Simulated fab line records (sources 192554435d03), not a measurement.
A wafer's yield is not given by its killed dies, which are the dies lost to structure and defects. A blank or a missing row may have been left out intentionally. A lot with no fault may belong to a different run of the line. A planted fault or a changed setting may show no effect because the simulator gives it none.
fab line records ; flow n5-finfet
record: lots: 5; wafers: 15; last-day: 17
route steps=1938 shown BEOL_M9@1411
lots that met no fault: from a run of the same line without faults
start-h: hours from the record's opening day to when the first of the lot's shown wafers began ; wait-h: how many hours have passed since the lot's step before this one ; " the same as in the row above ; L1.1+2: a single row standing in for several wafers ; - no value, or no start given ; * or withheld: withheld ; < > ~ a bound
route shown NAME@n: a module of which the file shows steps, and the number in the route of the first ; usual: mean and standard deviation over wafers with no fault ; same: alike in all rows ; chamber/n: place in a boat ; sites: readings site by site ; _std_site: the values' standard deviation ; _edge_site: mean of outer sites minus mean of inner sites ; radius-mm: for every site, how far away it sits from the centre of the wafer ; mask NAME#n: copy n ; behind: tool/chamber where the wafer was last shaped ; hold: cause of the lot's hold/its duration in hours/its outcome ; device: the n, p or np transistor that did not switch ; end of line: tests of these same wafers at the route's end ; a step given without rows: its recipe and nothing more ; killed: dies lost to structure and defects at the first sort, not the wafer's yield ; map: a wafer's dies, x killed, . not, _ none there
set.NAME: the setting as run; set.NAME@STEP: as run at that earlier step ; model.NAME: the simulator's own value behind a step, which no gauge read
lots at selected steps of the route; one table per step, one row per wafer
services: the hour from which a tool's chamber was out of use, counted from the record's first day as start-h (under 0 if before that day), plus the number of hours and why
== steps ==
step: N5_BEOL_M9_EXPOSE_08
recipe: mask-id: M9; na: 1.35; source-shape: dipole; sigma-inner: 0.411; sigma-outer: 0.611; polarization: te; dose-mj: 53.75
same: dipole-opening-deg: 40
lot.wafer;tool;chamber;start-h;wait-h;mask
L082.1+4+5;arfi-scanner-01;0;260.38;-;M9#0
L086.3+4+5;arfi-scanner-02;0;272.44;-;M9#0
L095.2+3+6;arfi-scanner-02;0;337.10;-;M9#0
L094.2+3+5;arfi-scanner-01;0;344.48;-;M9#0
L096.1+2+5;arfi-scanner-03;0;352.50;-;M9#0
step: N5_BEOL_M9_PEB_09
recipe: peb-temp-c: withheld; peb-time-s: 60; resist: CAR-ArF
same: peb-time-s: 60
lot.wafer;tool;chamber;start-h;wait-h
L082.1+4+5;litho-track-01;0;260.44;0.1
L086.3+4+5;litho-track-05;0;272.49;0.0
L095.2+3+6;litho-track-01;0;337.15;0.0
L094.2+3+5;litho-track-03;0;344.54;0.0
L096.1+2+5;litho-track-01;0;352.56;0.1
step: N5_BEOL_M9_DEVELOP_10
recipe: develop-time-s: 30; developer: TMAH; resist: CAR-ArF; rinse-liquid: diw; dry: air-spin; dev-temp-c: 23
lot.wafer;tool;chamber;start-h;wait-h
L082.1+4+5;litho-track-01;0;-;-
L086.3+4+5;litho-track-05;0;-;-
L095.2+3+6;litho-track-01;0;-;-
L094.2+3+5;litho-track-03;0;-;-
L096.1+2+5;litho-track-01;0;-;-
step: N5_BEOL_M9_CD_MEAS_11
recipe: target-cd-nm: 64.1; landing-energy-ev: 500; detector: se-inlens; polarity: opening
usual: cd-nm: 64.3/0.45
lot.wafer;tool;chamber;start-h;wait-h;cd-nm
L082.1;cd-sem-03;0;260.50;-;64.0
L082.4;cd-sem-03;0;260.50;-;64.3
L082.5;cd-sem-03;0;260.50;-;64.8
L086.3;cd-sem-01;0;272.56;-;64.7
L086.4;cd-sem-01;0;272.56;-;64.5
L086.5;cd-sem-01;0;272.56;-;64.7
L095.2;cd-sem-03;0;337.22;-;64.5
L095.3;cd-sem-03;0;337.22;-;64.3
L095.6;cd-sem-03;0;337.22;-;63.9
L094.2;cd-sem-01;0;344.60;-;64.8
L094.3;cd-sem-01;0;344.60;-;64.3
L094.5;cd-sem-01;0;344.60;-;64.1
L096.1;cd-sem-01;0;352.63;-;64.3
L096.2;cd-sem-01;0;352.63;-;64.6
L096.5;cd-sem-01;0;352.63;-;64.1
step: N5_BEOL_M9_OVL_MEAS_12
recipe: points-per-wafer: 44
usual: M9_OVL: 0.0/0.86
same: points-per-wafer: 44
lot.wafer;tool;chamber;start-h;wait-h;M9_OVL[nm]
L082.1;overlay-01;0;260.53;0.0;0.2
L082.4;overlay-01;0;260.53;0.0;0.8
L082.5;overlay-01;0;260.53;0.0;0.4
L086.3;overlay-01;0;272.59;0.0;0.8
L086.4;overlay-01;0;272.59;0.0;0.5
L086.5;overlay-01;0;272.59;0.0;1.2
L095.2;overlay-01;0;337.25;0.0;-1.6
L095.3;overlay-01;0;337.25;0.0;-0.5
L095.6;overlay-01;0;337.25;0.0;-1.0
L094.2;overlay-01;0;344.63;0.0;0.5
L094.3;overlay-01;0;344.63;0.0;0.4
L094.5;overlay-01;0;344.63;0.0;0.0
L096.1;overlay-02;0;352.66;0.0;-0.9
L096.2;overlay-02;0;352.66;0.0;-0.9
L096.5;overlay-02;0;352.66;0.0;-1.0
step: N5_BEOL_M9_INSPECT_13
recipe: mode: adi; inspect-instrument: brightfield
usual: raw-defect-count: 456/120
lot.wafer;tool;chamber;start-h;wait-h;raw-defect-count
L082.1;defect-inspect-02;-;260.56;0.0;397
L082.4;defect-inspect-02;-;260.56;0.0;321
L082.5;defect-inspect-02;-;260.56;0.0;497
L086.3;defect-inspect-01;-;272.61;0.0;489
L086.4;defect-inspect-01;-;272.61;0.0;395
L086.5;defect-inspect-01;-;272.61;0.0;296
L095.2;defect-inspect-01;-;337.27;0.0;454
L095.3;defect-inspect-01;-;337.27;0.0;285
L095.6;defect-inspect-01;-;337.27;0.0;432
L094.2;defect-inspect-01;-;344.66;0.0;599
L094.3;defect-inspect-01;-;344.66;0.0;553
L094.5;defect-inspect-01;-;344.66;0.0;725
L096.1;defect-inspect-01;-;352.68;0.0;590
L096.2;defect-inspect-01;-;352.68;0.0;530
L096.5;defect-inspect-01;-;352.68;0.0;403
step: N5_BEOL_M9_DESCUM_16
recipe: chemistry: O2; time-s: 7.9; source-power-w: 50; bias-power-w: 20; pressure-mtorr: 20; rf-frequency-hz: 2.712e+07; temp-c: 40; resist: CAR-ArF; o2-flow-sccm: 225
usual: drypump-motor-current-A: 5.7/0.48; o2-flow-sccm: 225.0/0.62; oes-product-au: 0.80/0.088; rf-vpp-V: 242.7/1.2; showerhead-plenum-p-Torr: 2.07/0.06; throttle-valve-pct: 20.34/0.14
lot.wafer;tool;chamber;start-h;wait-h;drypump-motor-current-A;o2-flow-sccm;oes-product-au;rf-hours-counter-h;rf-vpp-V;showerhead-plenum-p-Torr;throttle-valve-pct
L082.1;rie-diel-02;2;260.59;0.0;6.0;225.8;0.92;35;242.9;2.05;20.45
L082.4;rie-diel-02;0;260.59;0.0;5.9;224.6;0.70;242;243.5;2.06;20.51
L082.5;rie-diel-02;2;260.59;0.0;6.0;224.6;0.92;-;242.5;2.05;20.45
L086.3;rie-diel-01;2;272.76;0.1;4.9;224.1;0.78;103;241.7;2.03;20.29
L086.4;rie-diel-01;0;272.76;0.1;5.8;225.2;0.73;178;244.7;2.17;20.61
L086.5;rie-diel-01;1;272.76;0.1;5.7;225.1;0.72;-;240.8;2.00;20.16
L095.2;rie-diel-06;3;337.31;0.0;5.9;225.6;0.79;101;242.1;2.03;20.27
L095.3;rie-diel-06;0;337.31;0.0;5.8;224.4;0.86;62;242.0;2.05;20.25
L095.6;rie-diel-06;1;337.31;0.0;6.6;223.7;0.83;-;245.9;2.19;20.45
L094.2;rie-diel-01;2;344.84;0.2;4.9;225.7;0.76;122;240.6;2.03;20.31
L094.3;rie-diel-01;3;344.84;0.2;4.7;224.6;0.76;145;242.0;2.01;20.33
L094.5;rie-diel-01;1;344.84;0.2;5.7;225.3;0.71;-;241.9;1.99;20.21
L096.1;rie-diel-06;3;352.72;0.0;5.9;225.1;0.78;106;242.0;2.03;20.27
L096.2;rie-diel-06;1;352.72;0.0;6.6;225.0;0.81;97;245.2;2.19;20.45
L096.5;rie-diel-06;2;352.72;0.0;5.6;225.0;0.93;-;242.4;2.05;19.86
step: N5_BEOL_M9_ETCH_61
recipe: chemistry: CF4; target: SiARC; target-depth-a: 390; mask-material: CAR-ArF; time-s: 65; ion-energy-ev: 80; pressure-mtorr: 40; source-w: 545; bias-w: 36; Ar_flow_sccm: 100; cf4-flow-sccm: 100; ends: cleared
usual: bias-w: 36.01/0.11; drypump-motor-current-A: 5.7/0.48; etch-rf-on-time-s: 64.9/0.95; mfc-ar-sccm: 100.0/0.3; oes-product-au: 0.68/0.076; rf-vpp-V: 183.7/1.2; showerhead-plenum-p-Torr: 2.11/0.061; throttle-valve-pct: 15.50/0.17
lot.wafer;tool;chamber;start-h;wait-h;bias-w;drypump-motor-current-A;etch-rf-on-time-s;mfc-ar-sccm;oes-product-au;rf-hours-counter-h;rf-vpp-V;showerhead-plenum-p-Torr;throttle-valve-pct
L082.1;rie-diel-02;2;260.63;0.0;35.95;6.0;65.1;100.0;0.77;35;185.1;2.10;15.52
L082.4;rie-diel-02;0;260.63;0.0;36.17;5.9;64.8;100.3;0.59;242;184.5;2.11;15.75
L082.5;rie-diel-02;2;260.63;0.0;35.94;6.0;64.4;100.1;0.77;-;182.9;2.10;15.50
L086.3;rie-diel-01;2;272.79;0.0;35.98;4.9;64.5;100.6;0.67;103;181.2;2.08;15.41
L086.4;rie-diel-01;0;272.79;0.0;36.17;5.7;66.6;99.6;0.61;179;184.6;2.22;15.84
L086.5;rie-diel-01;1;272.79;0.0;36.23;5.7;65.3;100.1;0.62;-;182.2;2.05;15.40
L095.2;rie-diel-06;3;337.34;0.0;35.98;5.9;64.6;100.4;0.68;101;183.1;2.07;15.40
L095.3;rie-diel-06;0;337.34;0.0;36.25;5.8;64.0;100.3;0.74;62;184.4;2.08;15.37
L095.6;rie-diel-06;1;337.34;0.0;36.02;6.6;66.7;100.2;0.69;-;185.2;2.24;15.61
L094.2;rie-diel-01;2;344.87;0.0;36.01;4.9;64.9;100.2;0.66;122;182.2;2.07;15.46
L094.3;rie-diel-01;3;344.87;0.0;35.93;4.7;65.9;100.6;0.65;145;183.9;2.05;15.46
L094.5;rie-diel-01;1;344.87;0.0;36.00;5.8;65.1;100.4;0.60;-;183.3;2.04;15.44
L096.1;rie-diel-06;3;352.75;0.0;35.90;5.9;64.2;99.4;0.69;106;183.6;2.07;15.42
L096.2;rie-diel-06;1;352.75;0.0;36.13;6.6;65.8;99.8;0.70;97;185.4;2.24;15.60
L096.5;rie-diel-06;2;352.75;0.0;36.11;5.6;64.1;100.5;0.80;-;184.8;2.10;15.04
step: N5_BEOL_M9_ETCH_62
recipe: chemistry: N2/H2; target: SOC; target-depth-a: 1100; overetch-a: 220; mask-material: SiARC; temp-c: 40; time-s: 165; ion-energy-ev: 200; pressure-mtorr: 30; source-w: 840; bias-w: 150; n2-flow-sccm: 200; h2-flow-sccm: 200
usual: bias-w: 150.0/0.46; drypump-motor-current-A: 5.7/0.48; oes-product-au: 0.68/0.071; rf-vpp-V: 523.0/2.2; showerhead-plenum-p-Torr: 2.51/0.076; throttle-valve-pct: 17.72/0.19
lot.wafer;tool;chamber;start-h;wait-h;bias-w;drypump-motor-current-A;oes-product-au;rf-hours-counter-h;rf-vpp-V;showerhead-plenum-p-Torr;throttle-valve-pct
L082.1;rie-diel-02;2;260.68;0.0;150.0;6.0;0.76;35;521.9;2.48;17.71
L082.4;rie-diel-02;0;260.68;0.0;149.8;6.0;0.59;242;521.3;2.50;17.92
L082.5;rie-diel-02;2;260.68;0.0;150.0;6.0;0.75;-;522.7;2.48;17.72
L086.3;rie-diel-01;2;272.84;0.0;149.9;4.9;0.66;103;521.3;2.46;17.70
L086.4;rie-diel-01;0;272.84;0.0;150.5;5.8;0.62;179;525.3;2.64;18.15
L086.5;rie-diel-01;1;272.84;0.0;150.5;5.8;0.62;-;519.8;2.43;17.60
L095.2;rie-diel-06;3;337.39;0.0;149.5;5.9;0.67;101;523.1;2.45;17.60
L095.3;rie-diel-06;0;337.39;0.0;150.2;5.8;0.73;62;520.6;2.47;17.52
L095.6;rie-diel-06;1;337.39;0.0;149.4;6.6;0.70;-;528.6;2.67;17.86
L094.2;rie-diel-01;2;344.92;0.0;149.0;4.9;0.65;122;521.7;2.46;17.72
L094.3;rie-diel-01;3;344.92;0.0;149.9;4.7;0.65;145;521.5;2.45;17.70
L094.5;rie-diel-01;1;344.92;0.0;150.5;5.8;0.61;-;520.3;2.42;17.65
L096.1;rie-diel-06;3;352.80;0.0;150.9;5.9;0.67;106;523.2;2.45;17.64
L096.2;rie-diel-06;1;352.80;0.0;149.7;6.6;0.70;97;527.4;2.67;17.88
L096.5;rie-diel-06;2;352.80;0.0;151.0;5.7;0.79;-;522.9;2.50;17.30
step: N5_BEOL_M9_STRIP_68
recipe: chemistry: N2/H2; temp-c: 40; n2-flow-sccm: 200; h2-flow-sccm: 200; rf-frequency-hz: 6e+07
lot.wafer;tool;chamber;start-h;wait-h
L082.1+4+5;rie-diel-02;2,0,2;260.81;0.1
L086.3+4+5;rie-diel-01;2,0,1;272.98;0.1
L095.2+3+6;rie-diel-06;3,0,1;337.53;0.1
L094.2+3+5;rie-diel-01;2,3,1;345.06;0.1
L096.1+2+5;rie-diel-06;3,1,2;352.94;0.1
step: N5_BEOL_M9_STRIP_67
recipe: chemistry: CF4; resist: SiARC; power-w: 300; bias-power-w: 75; pressure-mtorr: 50; cf4-flow-sccm: 150; rf-frequency-hz: 6e+07
usual: drypump-motor-current-A: 5.7/0.48; oes-product-au: 0.80/0.083; power-w: 300.1/0.9; rf-vpp-V: 270.8/1.4; showerhead-plenum-p-Torr: 1.77/0.049; throttle-valve-pct: 13.48/0.18
lot.wafer;tool;chamber;start-h;wait-h;drypump-motor-current-A;oes-product-au;power-w;rf-hours-counter-h;rf-vpp-V;showerhead-plenum-p-Torr;throttle-valve-pct
L082.1;rie-diel-02;2;260.82;0.0;6.0;0.90;300.0;36;271.0;1.76;13.48
L082.4;rie-diel-02;0;260.82;0.0;5.9;0.69;300.8;242;269.6;1.76;13.76
L082.5;rie-diel-02;2;260.82;0.0;6.0;0.89;298.7;-;271.1;1.76;13.50
L086.3;rie-diel-01;2;272.99;0.0;5.0;0.77;299.2;103;268.6;1.74;13.41
L086.4;rie-diel-01;0;272.99;0.0;5.7;0.72;300.2;179;272.9;1.86;13.80
L086.5;rie-diel-01;1;272.99;0.0;5.7;0.73;299.3;-;268.4;1.72;13.39
L095.2;rie-diel-06;3;337.54;0.0;5.9;0.80;300.8;101;270.2;1.74;13.38
L095.3;rie-diel-06;0;337.54;0.0;5.8;0.86;300.3;62;270.2;1.75;13.34
L095.6;rie-diel-06;1;337.54;0.0;6.6;0.83;300.9;-;273.4;1.87;13.55
L094.2;rie-diel-01;2;345.07;0.0;4.9;0.77;300.5;122;271.7;1.74;13.45
L094.3;rie-diel-01;3;345.07;0.0;4.7;0.77;300.8;145;269.6;1.73;13.49
L094.5;rie-diel-01;1;345.07;0.0;5.8;0.71;301.1;-;269.7;1.71;13.50
L096.1;rie-diel-06;3;352.95;0.0;5.9;0.79;298.7;106;270.6;1.73;13.38
L096.2;rie-diel-06;1;352.95;0.0;6.6;0.82;300.2;97;273.1;1.87;13.56
L096.5;rie-diel-06;2;352.95;0.0;5.6;0.93;300.4;-;271.0;1.76;12.99
== services ==
tool;chamber;start-h;hours;kind
arfi-scanner-03;-;236.50;1.3;pm
arfi-scanner-02;-;268.38;0.8;pm
litho-track-01;-;271.01;-;consumable-replace:filter
rie-diel-06;-;276.05;14.6;pm
arfi-scanner-03;-;278.32;1.0;pm
rie-diel-02;-;279.98;0.2;repair
arfi-scanner-02;-;281.98;1.3;pm
rie-diel-02;0;283.46;-;clean
arfi-scanner-03;-;286.94;1.0;pm
arfi-scanner-03;-;298.05;0.8;pm
arfi-scanner-01;-;299.87;1.0;pm
rie-diel-06;2;307.59;1.2;repair
rie-diel-06;2;308.94;-;clean
rie-diel-06;2;308.94;-;consumable-replace:focus-ring
rie-diel-06;2;308.94;16.3;scheduled-down
rie-diel-06;2;308.94;16.3;vent-cycle
rie-diel-02;0;316.35;5.3;repair
arfi-scanner-02;-;323.95;1.0;pm
arfi-scanner-01;-;330.91;1.3;pm
arfi-scanner-03;-;333.02;1.0;repair
rie-diel-06;2;335.32;3.3;repair
arfi-scanner-01;-;336.40;1.0;pm
arfi-scanner-02;-;340.30;17.3;pm
arfi-scanner-01;-;351.39;1.0;repair
== key ==
fault none
